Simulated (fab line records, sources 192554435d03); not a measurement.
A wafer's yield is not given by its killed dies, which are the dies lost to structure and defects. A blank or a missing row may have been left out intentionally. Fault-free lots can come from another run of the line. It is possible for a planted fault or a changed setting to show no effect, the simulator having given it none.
fab line records || flow n5Finfet
record: {"lots": 3, "wafers": 9, "lastDay": 18}
route steps=1938 shown STI_FIN_REVEAL@184 DUMMY_GATE@212 BEOL_M4@1111 PASSIVATION@1936
lots that met no fault: taken from a fault-free run of the same line
startH: hours from the record's opening day to when the first of the lot's shown wafers began || waitH: time in hours since the lot's previous step || " as in the row above || L1.1+2: several wafers, shown together as one row || - either no value or no given start || * or withheld: withheld || < > ~ a bound
route shown NAME@n: names a module that has steps shown in the file, with the first one's number in the route || usual: mean and standard deviation over wafers with no fault || same: alike in all rows || chamber/n: place in a boat || sites: each site's reading || _std_site: the values' standard deviation || _edge_site: inner sites' mean taken away from outer sites' mean || radiusMm: how far each site lies from the wafer's centre || mask NAME#n: copy n || behind: the last tool/chamber to shape the wafer || hold: why the lot went on hold/how many hours it stayed there/how the hold came to an end || device: the transistor (n, p or np) that didn't switch || end of line: the route-end tests of the same wafers || for a step that has no rows: nothing shown but its recipe || killed: the dies lost at the first sort to structure and to defects; this is not the yield of the wafer || map: a wafer's dies, x killed, . not, _ none there
set.NAME: setting as actually run; set.NAME@STEP: the setting as run at that earlier step || model.NAME: the simulator's own value behind a step, which no gauge read
lots at selected steps of the route; one table per step, one row per wafer
services: from which hour (startH, from the record's first day; less than 0 if before it) a tool's chamber was out of use, for how many hours, and why
== steps ==
step: N5_STI_FIN_REVEAL_ALD_14
recipe: {"material": "Si3N4", "targetThkA": 30, "tempC": 400, "aldPrecursorFamily": "SiH2I2", "aldCoReactant": "N2/H2-plasma", "pressureTorr": 2}
step: N5_STI_FIN_REVEAL_FCVD_FILL_01
recipe: {"material": "SiO2_flowable", "targetThkA": 3120, "tempC": 100, "pressureTorr": 0.8, "rfW": 2000, "timeS": 512.2}
step: N5_STI_FIN_REVEAL_DENSIFY_02
recipe: {"tempC": 650, "ambient": "steam", "timeS": 1800, "idleTempC": 400, "densificationPH2oTorr": 640}
step: N5_STI_FIN_REVEAL_CMP_04
recipe: {"stopOn": "Si3N4", "tOverpolishS": 4, "downForcePsi": 2, "platenRpm": 54.18, "postCmpClean": "alkalineBrush", "padVelocityMS": 1.078, "targetThkNm": 131.83}
step: N5_STI_FIN_REVEAL_DENSIFY_30
recipe: {"tempC": "*", "timeS": "*", "ambient": "N2", "idleTempC": 600, "rampUpCPerS": 150, "rampDownCPerS": 60, "coolToC": 600}
step: N5_STI_FIN_REVEAL_ETCHBACK_08
recipe: {"chemistry": "C4F6/O2", "target": "SiO2", "targetDepthA": 305, "timeS": 10.167, "ionEnergyEv": 250, "pressureMtorr": 30, "sourceW": 345, "biasW": 185, "Ar_flow_sccm": 300, "C4F6_flow_sccm": 10, "O2_flow_sccm": 10}
step: N5_STI_FIN_REVEAL_STRIP_24
recipe: {"chemistry": "N2/H2", "timeS": 90, "powerW": 100, "tempC": 40, "pressureMtorr": 100, "rfFrequencyHz": 6e+07, "biasPowerW": 3, "n2FlowSccm": 300, "h2FlowSccm": 300}
step: N5_STI_FIN_REVEAL_PRECLEAN_25
recipe: {"chemistry": "SPM", "timeS": 90, "tempC": 120, "mix": "4:1"}
step: N5_STI_FIN_REVEAL_PRECLEAN_26
recipe: {"chemistry": "SC1", "timeS": 45, "tempC": 46, "mix": "1:2:100"}
step: N5_STI_FIN_REVEAL_PRECLEAN_29
recipe: {"chemistry": "DHF", "timeS": 30, "tempC": 25, "dilution": "300:1"}
step: N5_STI_FIN_REVEAL_SRD_12
recipe: {"timeS": 30, "tempC": 23, "rinseLiquid": "diw", "dry": "ipaMarangoni"}
step: N5_STI_FIN_REVEAL_RECESS_09
recipe: {"chemistry": "HF/NH3", "target": "SiO2", "afsCycles": 11, "targetDepthA": 425, "tempC": 30, "sublimationTempC": 180, "sublimationTimeS": 60}
usual: {"drypumpMotorCurrentA": "5.9/0.54"}
{"lot.wafer": "L989.1", "tool": "vaporEtch-02", "chamber": 0, "startH": 53.27, "waitH": 0.0, "drypumpMotorCurrentA": 5.1}
{"lot.wafer": "L989.3", "tool": "vaporEtch-02", "chamber": 1, "startH": 53.27, "waitH": 0.0, "drypumpMotorCurrentA": 6.6}
{"lot.wafer": "L989.6", "tool": "vaporEtch-02", "chamber": 1, "startH": 53.27, "waitH": 0.0, "drypumpMotorCurrentA": 6.6}
{"lot.wafer": "L101.1", "tool": "vaporEtch-02", "chamber": 0, "startH": 126.01, "waitH": 0.0, "drypumpMotorCurrentA": 5.1}
{"lot.wafer": "L101.2", "tool": "vaporEtch-02", "chamber": 1, "startH": 126.01, "waitH": 0.0, "drypumpMotorCurrentA": 6.6}
{"lot.wafer": "L101.4", "tool": "vaporEtch-02", "chamber": 1, "startH": 126.01, "waitH": 0.0, "drypumpMotorCurrentA": 6.6}
{"lot.wafer": "L108.2", "tool": "vaporEtch-01", "chamber": 1, "startH": 166.83, "waitH": 0.0, "drypumpMotorCurrentA": 6.1}
{"lot.wafer": "L108.3", "tool": "vaporEtch-01", "chamber": 0, "startH": 166.83, "waitH": 0.0, "drypumpMotorCurrentA": 6.1}
{"lot.wafer": "L108.6", "tool": "vaporEtch-01", "chamber": 0, "startH": 166.83, "waitH": 0.0, "drypumpMotorCurrentA": 6.1}
step: N5_STI_FIN_REVEAL_STRIP_16
recipe: {"chemistry": "H3PO4", "material": "SiNx", "tempC": 165, "targetDepthA": 238, "overetchFraction": 0.4964, "dry": "ipaMarangoni"}
step: N5_STI_FIN_REVEAL_PRECLEAN_17
recipe: {"chemistry": "NF3:NH3", "afsCycles": 1, "tempC": 30, "timeS": 20, "sublimationTempC": 180, "sublimationTimeS": 60, "pressureTorr": 3, "rfPowerW": 30}
step: N5_STI_FIN_REVEAL_ETCH_34
recipe: {"chemistry": "H2", "mode": "isotropic", "material": "Si", "target": "Si", "targetDepthA": 9.7, "tempC": 20, "pressureMtorr": 4.5, "icpW": 300, "biasW": 0, "h2FlowSccm": 7.5, "heFlowSccm": 142.5}
step: N5_STI_FIN_REVEAL_OXIDATION_31
recipe: {"chemistry": "O2_PLASMA_REMOTE", "tempC": 150, "timeS": 20, "pressureMtorr": 1000, "sourcePowerW": 2000, "o2FlowSccm": 3000}
step: N5_STI_FIN_REVEAL_PRECLEAN_32
recipe: {"chemistry": "NF3:NH3", "afsCycles": 1, "tempC": 30, "timeS": 20, "sublimationTempC": 180, "sublimationTimeS": 60, "pressureTorr": 3, "rfPowerW": 30}
step: N5_STI_FIN_REVEAL_STRIP_35
recipe: {"chemistry": "H3PO4", "material": "Si3N4", "tempC": 165, "targetDepthA": 40, "timeS": 39}
step: N5_STI_FIN_REVEAL_SRD_21
recipe: {"dry": "ipaMarangoni", "timeS": 30, "tempC": 23, "rinseLiquid": "diw"}
step: N5_STI_FIN_REVEAL_OXIDATION_33
recipe: {"chemistry": "O2_PLASMA_REMOTE", "tempC": 150, "timeS": 20, "pressureMtorr": 1000, "sourcePowerW": 2000, "o2FlowSccm": 3000}
step: N5_STI_FIN_REVEAL_CLEAN_19
recipe: {"chemistry": "O3/DIW", "tempC": 25, "timeS": 120, "o3Ppm": 10}
step: N5_STI_FIN_REVEAL_SRD_23
recipe: {"dry": "ipaMarangoni", "timeS": 30, "tempC": 23, "rinseLiquid": "diw"}
step: N5_STI_FIN_REVEAL_FIN_H_MEAS_10
usual: {"trenchDepthNm": "52.0/0.88"}
{"lot.wafer": "L989.1", "tool": "ocd-01", "chamber": "-", "startH": 55.96, "waitH": 0.0, "trenchDepthNm": 52.9}
{"lot.wafer": "L989.3", "tool": "ocd-01", "chamber": "-", "startH": 55.96, "waitH": 0.0, "trenchDepthNm": 52.3}
{"lot.wafer": "L989.6", "tool": "ocd-01", "chamber": "-", "startH": 55.96, "waitH": 0.0, "trenchDepthNm": 54.4}
{"lot.wafer": "L101.1", "tool": "ocd-01", "chamber": "-", "startH": 128.71, "waitH": 0.0, "trenchDepthNm": 48.0}
{"lot.wafer": "L101.2", "tool": "ocd-01", "chamber": "-", "startH": 128.71, "waitH": 0.0, "trenchDepthNm": 51.8}
{"lot.wafer": "L101.4", "tool": "ocd-01", "chamber": "-", "startH": 128.71, "waitH": 0.0, "trenchDepthNm": 52.8}
{"lot.wafer": "L108.2", "tool": "ocd-01", "chamber": "-", "startH": 169.54, "waitH": 0.0, "trenchDepthNm": 53.3}
{"lot.wafer": "L108.3", "tool": "ocd-01", "chamber": "-", "startH": 169.54, "waitH": 0.0, "trenchDepthNm": 51.6}
{"lot.wafer": "L108.6", "tool": "ocd-01", "chamber": "-", "startH": 169.54, "waitH": 0.0, "trenchDepthNm": 53.2}
step: N5_STI_FIN_REVEAL_PRECLEAN_18
recipe: {"chemistry": "SC2", "timeS": 45, "tempC": 35, "mix": "1:1:50"}
step: N5_STI_FIN_REVEAL_SRD_28
recipe: {"dry": "ipaMarangoni", "timeS": 30, "tempC": 23, "rinseLiquid": "diw"}
step: N5_DUMMY_GATE_PRECLEAN_00
recipe: {"chemistry": "O3/DIW", "timeS": 60, "tempC": 22, "o3Ppm": 10}
step: N5_DUMMY_GATE_SRD_01
recipe: {"timeS": 30, "tempC": 23, "rinseLiquid": "diw", "dry": "ipaMarangoni"}
step: N5_DUMMY_GATE_ALD_02
recipe: {"material": "SiO2", "targetThkA": 20, "tempC": 300, "aldPrecursorFamily": "BDEAS", "aldCoReactant": "O2-plasma", "pulseTimeS": 1, "pressureTorr": 2}
step: N5_DUMMY_GATE_CVD_03
recipe: {"material": "a-Si", "targetThkA": 1500, "tempC": 530, "precursor": "SiH4", "timeS": 8042}
step: N5_DUMMY_GATE_PRECLEAN_46
recipe: {"chemistry": "DIW", "timeS": 89.5, "tempC": 23}
step: N5_DUMMY_GATE_SRD_47
recipe: {"dryTimeS": 32, "dry": "n2Spin", "spinRpm": 1500}
step: N5_DUMMY_GATE_CMP_04
recipe: {"material": "a-Si", "postCmpClean": "alkalineBrush"}
step: N5_DUMMY_GATE_HM_DEP_06
recipe: {"material": "SiNx", "targetThkA": 800, "precursor": "DCS/NH3", "tempC": 700, "pressureMtorr": 300, "timeS": 5141}
step: N5_DUMMY_GATE_PECVD_30
recipe: {"material": "SiO2", "targetThkA": 550, "tempC": 400, "precursor": "TEOS/O2", "pressureTorr": 6.5, "rfW": "withheld", "teosFlowSccm": "withheld", "gas": "O2", "flowSccm": 2650, "timeS": 10.8}
step: N5_DUMMY_GATE_COAT_34
recipe: {"resist": "SOC", "tempC": 250, "timeS": 60, "spinRpm": 1500, "resistThkNm": 60}
step: N5_DUMMY_GATE_COAT_35
recipe: {"resist": "SiARC", "tempC": 220, "timeS": 60, "spinRpm": 1500, "resistThkNm": 10}
step: N5_DUMMY_GATE_COAT_28
recipe: {"resist": "underlayer", "tempC": 205, "timeS": 60, "spinRpm": 1500, "resistThkNm": 10}
step: N5_DUMMY_GATE_COAT_09
recipe: {"resist": "CAR-EUV", "spinRpm": 1500, "resistThkNm": 30}
step: N5_BEOL_M4_RC_MEAS_101
usual: {"DIBL_N": "36.3/1.9", "DIBL_P": "36.0/2.1", "IOFF_N": "0.16/0.031", "IOFF_N_85C": "3.1/0.5", "IOFF_P": "0.21/0.035", "ION_N": "675/14", "ION_P": "464/8.5", "SS_N": "71.5/0.6", "SS_P": "73.3/0.72", "VT_N": "250/3.2", "VT_P": "-250/3.1"}
{"lot.wafer": "L989.1", "tool": "prober-01", "chamber": 0, "startH": 182.85, "waitH": 0.0, "DIBL_N[mV/V]": 37.0, "DIBL_P[mV/V]": 39.3, "IOFF_N[nA/um]": 0.19, "IOFF_N_85C[nA/um]": 3.6, "IOFF_P[nA/um]": 0.24, "ION_N[uA/um]": 691, "ION_P[uA/um]": 469, "SS_N[mV/dec]": 71.5, "SS_P[mV/dec]": 75.0, "VT_N[mV]": 243, "VT_P[mV]": -250}
{"lot.wafer": "L989.3", "tool": "prober-01", "chamber": 0, "startH": 182.85, "waitH": 0.0, "DIBL_N[mV/V]": 39.5, "DIBL_P[mV/V]": 42.1, "IOFF_N[nA/um]": 0.25, "IOFF_N_85C[nA/um]": 4.5, "IOFF_P[nA/um]": 0.29, "ION_N[uA/um]": 700, "ION_P[uA/um]": 472, "SS_N[mV/dec]": 72.5, "SS_P[mV/dec]": 74.8, "VT_N[mV]": 242, "VT_P[mV]": -249}
{"lot.wafer": "L989.6", "tool": "prober-01", "chamber": 0, "startH": 182.85, "waitH": 0.0, "DIBL_N[mV/V]": 35.5, "DIBL_P[mV/V]": 37.8, "IOFF_N[nA/um]": 0.18, "IOFF_N_85C[nA/um]": 3.4, "IOFF_P[nA/um]": 0.22, "ION_N[uA/um]": 704, "ION_P[uA/um]": 483, "SS_N[mV/dec]": 70.8, "SS_P[mV/dec]": 73.7, "VT_N[mV]": 244, "VT_P[mV]": -250}
{"lot.wafer": "L101.1", "tool": "prober-01", "chamber": 0, "startH": 302.36, "waitH": 0.0, "DIBL_N[mV/V]": 41.1, "DIBL_P[mV/V]": 36.8, "IOFF_N[nA/um]": 0.33, "IOFF_N_85C[nA/um]": 5.6, "IOFF_P[nA/um]": 0.20, "ION_N[uA/um]": 643, "ION_P[uA/um]": 438, "SS_N[mV/dec]": 77.1, "SS_P[mV/dec]": 74.4, "VT_N[mV]": 254, "VT_P[mV]": -254}
{"lot.wafer": "L101.2", "tool": "prober-01", "chamber": 0, "startH": 302.36, "waitH": 0.0, "DIBL_N[mV/V]": 36.6, "DIBL_P[mV/V]": 36.0, "IOFF_N[nA/um]": 0.16, "IOFF_N_85C[nA/um]": 3.0, "IOFF_P[nA/um]": 0.19, "ION_N[uA/um]": 672, "ION_P[uA/um]": 464, "SS_N[mV/dec]": 71.3, "SS_P[mV/dec]": 72.6, "VT_N[mV]": 250, "VT_P[mV]": -253}
{"lot.wafer": "L101.4", "tool": "prober-01", "chamber": 0, "startH": 302.36, "waitH": 0.0, "DIBL_N[mV/V]": 32.7, "DIBL_P[mV/V]": 32.0, "IOFF_N[nA/um]": 0.10, "IOFF_N_85C[nA/um]": 2.0, "IOFF_P[nA/um]": 0.13, "ION_N[uA/um]": 670, "ION_P[uA/um]": 462, "SS_N[mV/dec]": 70.9, "SS_P[mV/dec]": 72.2, "VT_N[mV]": 256, "VT_P[mV]": -259}
{"lot.wafer": "L108.2", "tool": "prober-02", "chamber": 0, "startH": 324.74, "waitH": 0.2, "DIBL_N[mV/V]": 35.5, "DIBL_P[mV/V]": 35.9, "IOFF_N[nA/um]": 0.15, "IOFF_N_85C[nA/um]": 2.9, "IOFF_P[nA/um]": 0.22, "ION_N[uA/um]": 698, "ION_P[uA/um]": 483, "SS_N[mV/dec]": 71.4, "SS_P[mV/dec]": 73.2, "VT_N[mV]": 249, "VT_P[mV]": -250}
{"lot.wafer": "L108.3", "tool": "prober-02", "chamber": 0, "startH": 324.74, "waitH": 0.2, "DIBL_N[mV/V]": 33.4, "DIBL_P[mV/V]": 33.9, "IOFF_N[nA/um]": 0.11, "IOFF_N_85C[nA/um]": 2.3, "IOFF_P[nA/um]": 0.20, "ION_N[uA/um]": 652, "ION_P[uA/um]": 462, "SS_N[mV/dec]": 71.5, "SS_P[mV/dec]": 71.7, "VT_N[mV]": 255, "VT_P[mV]": -248}
{"lot.wafer": "L108.6", "tool": "prober-02", "chamber": 0, "startH": 324.74, "waitH": 0.2, "DIBL_N[mV/V]": 34.1, "DIBL_P[mV/V]": 34.3, "IOFF_N[nA/um]": 0.13, "IOFF_N_85C[nA/um]": 2.6, "IOFF_P[nA/um]": 0.20, "ION_N[uA/um]": 683, "ION_P[uA/um]": 478, "SS_N[mV/dec]": 72.3, "SS_P[mV/dec]": 72.5, "VT_N[mV]": 253, "VT_P[mV]": -250}
step: N5_PASSIVATION_PROBE_49
usual: {"defectLimitedYield": "91.0/1.5", "killed_at_M0_to_M3": "32/9.6", "killed_at_M4_up": "13/4.7", "killedAtContacts": "13/7.2", "killedAtFrontEnd": "44/13", "killedAtOther": "4/3.4", "killedDies": "106/18", "killedOpen": "70/13", "killedShort": "35/8", "sort_bin_4_leakage": "0/0", "sort_bin_5_function": "5.3/0.97", "sort_bin_6_memory": "3.4/0.73", "sort_bin_8_speed": "0.00/0.036", "sortNPass": "1074/18", "sortYieldPct": "91.0/1.5"}
same: {"grossDies": 1180, "killedAtBackSide": 0}
{"lot.wafer": "L989.1", "tool": "prober-02", "chamber": "-", "startH": 260.77, "waitH": 0.0, "defectLimitedYield[%]": 90.1, "killed_at_M0_to_M3": 30, "killed_at_M4_up": 20, "killedAtContacts": 11, "killedAtFrontEnd": 49, "killedAtOther": 7, "killedDies": 117, "killedOpen": 69, "killedShort": 45, "sort_bin_4_leakage[%]": 0, "sort_bin_5_function[%]": 6.0, "sort_bin_6_memory[%]": 3.5, "sort_bin_8_speed[%]": 0, "sortNPass": 1063, "sortYieldPct[%]": 90.1}
{"lot.wafer": "L989.3", "tool": "prober-02", "chamber": "-", "startH": 260.87, "waitH": 0.1, "defectLimitedYield[%]": 89.7, "killed_at_M0_to_M3": 32, "killed_at_M4_up": 15, "killedAtContacts": 5, "killedAtFrontEnd": 58, "killedAtOther": 11, "killedDies": 121, "killedOpen": 64, "killedShort": 53, "sort_bin_4_leakage[%]": 0, "sort_bin_5_function[%]": 6.4, "sort_bin_6_memory[%]": 3.2, "sort_bin_8_speed[%]": 0, "sortNPass": 1059, "sortYieldPct[%]": 89.7}
{"lot.wafer": "L989.6", "tool": "prober-02", "chamber": "-", "startH": 261.02, "waitH": 0.3, "defectLimitedYield[%]": 90.8, "killed_at_M0_to_M3": 35, "killed_at_M4_up": 21, "killedAtContacts": 10, "killedAtFrontEnd": 38, "killedAtOther": 5, "killedDies": 109, "killedOpen": 72, "killedShort": 37, "sort_bin_4_leakage[%]": 0, "sort_bin_5_function[%]": 5.6, "sort_bin_6_memory[%]": 3.4, "sort_bin_8_speed[%]": 0, "sortNPass": 1071, "sortYieldPct[%]": 90.8}
{"lot.wafer": "L101.1", "tool": "prober-02", "chamber": "-", "startH": 425.07, "waitH": 0.0, "defectLimitedYield[%]": 91.0, "killed_at_M0_to_M3": 31, "killed_at_M4_up": 15, "killedAtContacts": 5, "killedAtFrontEnd": 48, "killedAtOther": 7, "killedDies": 106, "killedOpen": 55, "killedShort": 44, "sort_bin_4_leakage[%]": 1.44, "sort_bin_5_function[%]": 5.5, "sort_bin_6_memory[%]": 3.1, "sort_bin_8_speed[%]": 7.03, "sortNPass": 974, "sortYieldPct[%]": 82.5}
{"lot.wafer": "L101.2", "tool": "prober-02", "chamber": "-", "startH": 425.12, "waitH": 0.1, "defectLimitedYield[%]": 87.5, "killed_at_M0_to_M3": 25, "killed_at_M4_up": 10, "killedAtContacts": 24, "killedAtFrontEnd": 84, "killedAtOther": 5, "killedDies": 148, "killedOpen": 84, "killedShort": 56, "sort_bin_4_leakage[%]": 0, "sort_bin_5_function[%]": 6.9, "sort_bin_6_memory[%]": 4.5, "sort_bin_8_speed[%]": 0, "sortNPass": 1032, "sortYieldPct[%]": 87.5}
{"lot.wafer": "L101.4", "tool": "prober-02", "chamber": "-", "startH": 425.22, "waitH": 0.2, "defectLimitedYield[%]": 92.2, "killed_at_M0_to_M3": 29, "killed_at_M4_up": 5, "killedAtContacts": 3, "killedAtFrontEnd": 54, "killedAtOther": 1, "killedDies": 92, "killedOpen": 57, "killedShort": 32, "sort_bin_4_leakage[%]": 0, "sort_bin_5_function[%]": 4.5, "sort_bin_6_memory[%]": 3.0, "sort_bin_8_speed[%]": 0, "sortNPass": 1088, "sortYieldPct[%]": 92.2}
{"lot.wafer": "L108.2", "tool": "prober-01", "chamber": "-", "startH": 432.59, "waitH": 0.1, "defectLimitedYield[%]": 92.4, "killed_at_M0_to_M3": 25, "killed_at_M4_up": 8, "killedAtContacts": 8, "killedAtFrontEnd": 44, "killedAtOther": 5, "killedDies": 90, "killedOpen": 65, "killedShort": 25, "sort_bin_4_leakage[%]": 0, "sort_bin_5_function[%]": 4.7, "sort_bin_6_memory[%]": 2.5, "sort_bin_8_speed[%]": 0, "sortNPass": 1090, "sortYieldPct[%]": 92.4}
{"lot.wafer": "L108.3", "tool": "prober-01", "chamber": "-", "startH": 432.64, "waitH": 0.1, "defectLimitedYield[%]": 90.4, "killed_at_M0_to_M3": 34, "killed_at_M4_up": 17, "killedAtContacts": 9, "killedAtFrontEnd": 50, "killedAtOther": 3, "killedDies": 113, "killedOpen": 73, "killedShort": 36, "sort_bin_4_leakage[%]": 0, "sort_bin_5_function[%]": 5.6, "sort_bin_6_memory[%]": 3.6, "sort_bin_8_speed[%]": 0, "sortNPass": 1067, "sortYieldPct[%]": 90.4}
{"lot.wafer": "L108.6", "tool": "prober-01", "chamber": "-", "startH": 432.79, "waitH": 0.3, "defectLimitedYield[%]": 93.1, "killed_at_M0_to_M3": 17, "killed_at_M4_up": 18, "killedAtContacts": 13, "killedAtFrontEnd": 30, "killedAtOther": 4, "killedDies": 82, "killedOpen": 55, "killedShort": 27, "sort_bin_4_leakage[%]": 0, "sort_bin_5_function[%]": 4.3, "sort_bin_6_memory[%]": 2.4, "sort_bin_8_speed[%]": 0, "sortNPass": 1098, "sortYieldPct[%]": 93.1}
killed by level:class
L989.1 BEOL_M4:geometricParticle:open=13 FIN_SAQP:geometricParticle:open=11 MOL_CONTACT_COAG:geometricParticle:open=11 BEOL_M0_SAQP:geometricParticle:short=9 BEOL_M3:geometricParticle:short=8 GATE_CUT:geometricParticle:short=7 FIN_SAQP:geometricParticle:short=6 ILD0:geometricParticle:open=5
L989.3 FIN_SAQP:geometricParticle:short=18 BEOL_M0_SAQP:geometricParticle:open=11 FIN_SAQP:geometricParticle:open=9 BEOL_M3:geometricParticle:short=6 GATE_CUT:geometricParticle:short=5 BEOL_M0_SAQP:geometricParticle:short=5 BEOL_M3:geometricParticle:open=5 MIM_TOP:geometricParticle:short=5
L989.6 BEOL_M4:geometricParticle:open=11 GATE_CUT:geometricParticle:short=8 MOL_CONTACT_COAG:geometricParticle:open=8 BEOL_M0_SAQP:geometricParticle:open=7 FIN_SAQP:geometricParticle:short=7 BEOL_M2:geometricParticle:open=7 FIN_SAQP:geometricParticle:open=6 BEOL_M3:geometricParticle:short=6
L101.1 FIN_SAQP:geometricParticle:short=15 FIN_SAQP:geometricParticle:open=13 BEOL_M0_SAQP:geometricParticle:open=8 BEOL_M3:geometricParticle:open=7 ILD0:geometricParticle:short=5 MOL_CONTACT_COAG:geometricParticle:open=5 BEOL_M2:geometricParticle:open=4 BEOL_M0_SAQP:geometricParticle:short=4
L101.2 FIN_SAQP:geometricParticle:open=32 FIN_SAQP:geometricParticle:short=23 MOL_CONTACT_COAG:geometricParticle:open=17 MOL_CONTACT_COAG:geometricParticle:short=7 GATE_CUT:geometricParticle:short=6 BEOL_M1:geometricParticle:open=6 STI_FIN_REVEAL:geometricParticle:open=5 HKMG_FIN:areaEtch=5
L101.4 FIN_SAQP:geometricParticle:open=14 FIN_SAQP:geometricParticle:short=13 BEOL_M0_SAQP:geometricParticle:short=9 BEOL_M0_SAQP:geometricParticle:open=6 STI_FIN_REVEAL:geometricParticle:open=4 BEOL_M2:geometricParticle:open=4 BEOL_M3:geometricParticle:open=4 STARTING-WAFER:geometricParticle:open=4
L108.2 FIN_SAQP:geometricParticle:short=11 STI_FIN_REVEAL:geometricParticle:open=11 FIN_SAQP:geometricParticle:open=9 BEOL_M0_SAQP:geometricParticle:open=9 MOL_CONTACT_COAG:geometricParticle:open=7 DUMMY_GATE:geometricParticle:open=6 BEOL_M2:geometricParticle:open=5 BEOL_M1:geometricParticle:open=4
L108.3 STI_FIN_REVEAL:geometricParticle:open=12 MOL_CONTACT_COAG:geometricParticle:open=9 BEOL_M0_SAQP:geometricParticle:short=9 FIN_SAQP:geometricParticle:open=8 FIN_SAQP:geometricParticle:short=8 BEOL_M1:geometricParticle:open=8 BEOL_M0_SAQP:geometricParticle:open=7 BEOL_M4:geometricParticle:open=6
L108.6 BEOL_M4:geometricParticle:open=10 MOL_CONTACT_COAG:geometricParticle:open=9 FIN_SAQP:geometricParticle:short=6 BEOL_M1:geometricParticle:open=6 MOL_CONTACT_COAG:geometricParticle:short=4 STI_FIN_REVEAL:geometricParticle:open=3 DUMMY_GATE:geometricParticle:open=3 ILD0:geometricParticle:short=3
map L101.2 (x killed, . not)
_________________............________________
______________..x....x.........x_____________
___________..........x.............__________
__________............x............._________
________......x......x...........x...._______
_______xx...........x..x..........x....______
______..x.................x............._____
_____....x.x....x..........x.........x...____
____..............xx.........x.....x.....x___
___.............x..x......xxx..x...........__
___.....x..x...........x...x............x..__
__....x..x........x....................x.xx._
__.................................xx......._
_..x..............x..x..x...xx...............
_x...x............xx..........xx.........x...
_...........x..x.............................
_....xx......x....x....x.....................
_.........................x.....x..........xx
_......x..x....x....x..x.....................
_.xx........x..x.x......................x....
_..x..........x.x....................x.xx....
__..x.x.....x...x......x......x..x.......x.x_
__....x.x....x.................x............_
___x...x......................x..x..x......__
___......x.......x..x.......x..............__
____...x.x........x.x...x.........x.......___
_____x...x........x...x....x...........x.____
______....x........x......x......x......_____
_______.x.....x.......x...............x______
________.....x...xx..x....x..........._______
__________x..x.x..........x.x......._________
___________xx..x..x......x...xx....__________
______________.x................_____________
_________________.xx...x.....________________
map L989.3 (x killed, . not)
_________________.......x....________________
______________.................._____________
___________.x...x....x.......x.....__________
__________.........................._________
________..........x........x..x......._______
_______..........x.......x.x...........______
______..x.........x....x..x......x......_____
_____...x.............x............x.....____
____......x...x...........................___
___.......x........................x.......__
___.............x..x.....x.................__
__....x........x.....xx.x............x......_
__.....................x.......x............_
_.............x......................x...x...
_.x.....xxx.x............x.x...x.........x...
_.....................x..xx..................
_.......x.....x........x......xx......x.x....
_x.........x..........x......x....x..x..xx...
_.....x.x..x...........x............x........
_....x.....x........x......x.x.......x...x...
_....................x...........x.....x.....
__......x.....x.......................x.x..._
__......................x...x..x....x....x.._
___..x..............................x...xx.__
___...........x..x.......x.x....x..........__
____....x..xx...............x.............___
_____............................x.......____
______.....x............x..............._____
_______...x.............x............xx______
________.....x.......................x_______
__________..............x.......x.x._________
___________........x..........x....__________
______________..x..x......x.x..._____________
_________________..x....x....________________
== services ==
{"tool": "vaporEtch-01", "chamber": "-", "startH": 45.21, "hours": 0.3, "kind": "repair"}
{"tool": "vaporEtch-02", "chamber": 1, "startH": 95.42, "hours": 14.7, "kind": "repair"}
== key ==
firstSign: {"step": "N5_STI_FIN_REVEAL_FIN_H_MEAS_10", "reading": "trenchDepthNm", "direction": "down", "sigmas": 4.6, "usual": 52.0, "struck": 48.0}
effect: {"step": "N5_BEOL_M4_RC_MEAS_101", "reading": "SS_N", "direction": "up", "sigmas": 9.4, "usual": 71.5, "struck": 77.1}
effect: {"step": "N5_BEOL_M4_RC_MEAS_101", "reading": "IOFF_N", "direction": "up", "sigmas": 5.5, "usual": 0.16, "struck": 0.33}
effect: {"step": "N5_BEOL_M4_RC_MEAS_101", "reading": "IOFF_N_85C", "direction": "up", "sigmas": 5, "usual": 3.1, "struck": 5.6}
effect: {"step": "N5_BEOL_M4_RC_MEAS_101", "reading": "ION_P", "direction": "down", "sigmas": 3.1, "usual": 464, "struck": 438}
effect: {"step": "N5_PASSIVATION_PROBE_49", "reading": "sort_bin_8_speed", "direction": "up", "sigmas": 83, "usual": 0.00, "struck": 7.03}
metAt N5_STI_FIN_REVEAL_RECESS_09
struckWafers L101.1
onsetBetween 53.27 126.01
fault: {"kind": "processParameterDrift", "tool": "vaporEtch-02", "chamber": "-", "onsetH": 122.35, "steps": "N5_STI_FIN_REVEAL_RECESS_09", "channel": "targetDepthA", "offset": -30.647, "shape": "step", "endH": 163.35, "scope": "struckWafersOnly", "actsIn": "theseRecipesOnly", "stated": 425}
